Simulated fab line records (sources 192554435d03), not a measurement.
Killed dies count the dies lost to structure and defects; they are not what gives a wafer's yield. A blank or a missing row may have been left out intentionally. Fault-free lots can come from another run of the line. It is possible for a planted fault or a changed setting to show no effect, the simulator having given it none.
Matching of chambers | flow n5-finfet | rie-diel-06 running N5_BEOL_M7_VIA_ETCH_34: 4 sister chambers
The step etches SiCOH lowk in C4F6/O2, target depth 125.5 nm, time 50.5 s. 4 wafers are shown with their chamber, then 10 later ones without.

WAFERS, EACH WITH ITS CHAMBER
wafer  | chamber | showerhead-plenum-p-Torr (Torr)
L080.2 | 0       | 2.90
L080.3 | 1       | 2.80
L084.2 | 2       | 2.97
L084.4 | 3       | 2.63

WAFERS WITH NO CHAMBER GIVEN
wafer  | showerhead-plenum-p-Torr (Torr)
L084.5 | 2.97
L089.1 | 2.80
L089.2 | 2.97
L089.3 | 2.89
L089.4 | 2.80
L089.5 | 2.89
L089.6 | 2.97
L095.1 | 2.63
L095.3 | 2.96
L095.5 | 2.79

CHAMBER TAKEN BY EACH
wafer  | from the rows above | in truth
L084.5 | 2                   | 2
L089.1 | 1                   | 1
L089.2 | 2                   | 2
L089.3 | 0                   | 0
L089.4 | 1                   | 1
L089.5 | 0                   | 0
L089.6 | 2                   | 2
L095.1 | 3                   | 3
L095.3 | 2                   | 2
L095.5 | 1                   | 1
Correctly placed: 10 of 10. Number that these rows cannot place: 0. Number placed wrongly: 0.
How it was worked out, from the rows above alone: a wafer's distance from a chamber is the root of the sum, over the readings, of the square of ((its reading less the chamber's mean) divided by the reading's scatter). The wafer belongs to the nearest chamber; if the next one is less than 2 further off, it can't be placed. A chamber's mean is the mean of its shown wafers. The scatter: root of mean squared gap, hidden wafer to nearest shown wafer, with one shown wafer a chamber.
